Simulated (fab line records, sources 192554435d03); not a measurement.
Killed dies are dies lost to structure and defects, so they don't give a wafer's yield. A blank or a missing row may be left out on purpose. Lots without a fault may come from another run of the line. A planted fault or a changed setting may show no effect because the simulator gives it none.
Chamber matching | flow n5_finfet | N5_FIN_SAQP_ETCH_52 on rie_diel-06: 4 sister chambers
The step etches SOC in N2/H2, target depth 100 nm, overetch 20 nm, time 150 s. 7 wafers are shown with their chamber, then 9 later ones without.

WAFERS WITH THEIR CHAMBER
wafer  | chamber | throttle_valve_pct (%) | showerhead_plenum_p_Torr (Torr)
L079.1 | 1       | 17.66                  | 2.51
L081.1 | 2       | 17.58                  | 2.69
L081.5 | 1       | 17.67                  | 2.50
L085.2 | 0       | 17.60                  | 2.57
L086.1 | 3       | 17.99                  | 2.54
L086.3 | 0       | 17.61                  | 2.57
L086.5 | 3       | 18.00                  | 2.54

WAFERS WITHOUT THEIR CHAMBER
wafer  | throttle_valve_pct (%) | showerhead_plenum_p_Torr (Torr)
L087.1 | 17.61                  | 2.57
L087.2 | 18.01                  | 2.54
L087.3 | 17.70                  | 2.50
L095.1 | 18.04                  | 2.53
L095.3 | 17.64                  | 2.68
L095.6 | 17.72                  | 2.49
L097.1 | 17.67                  | 2.56
L097.3 | 17.73                  | 2.49
L097.6 | 18.06                  | 2.53

WHICH CHAMBER EACH WENT THROUGH
wafer  | from the rows above | in truth
L087.1 | 0                   | 0
L087.2 | 3                   | 3
L087.3 | 1                   | 1
L095.1 | 3                   | 3
L095.3 | 2                   | 2
L095.6 | 1                   | 1
L097.1 | 0                   | 0
L097.3 | 1                   | 1
L097.6 | 3                   | 3
Placed correctly: 9 of 9. Can't be placed from these rows: 0. Placed wrongly: 0.
How it was worked out, from the rows above alone: a wafer's distance from a chamber is the root of the sum, over the readings, of the square of ((its reading less the chamber's mean) divided by the reading's scatter). The wafer belongs to the nearest chamber; if the next one is less than 2 further off, it can't be placed. A chamber's mean is the mean of its shown wafers. The scatter: the root of (the sum of the squares of (reading less its chamber's mean) over the shown wafers, divided by (wafers less chambers)).
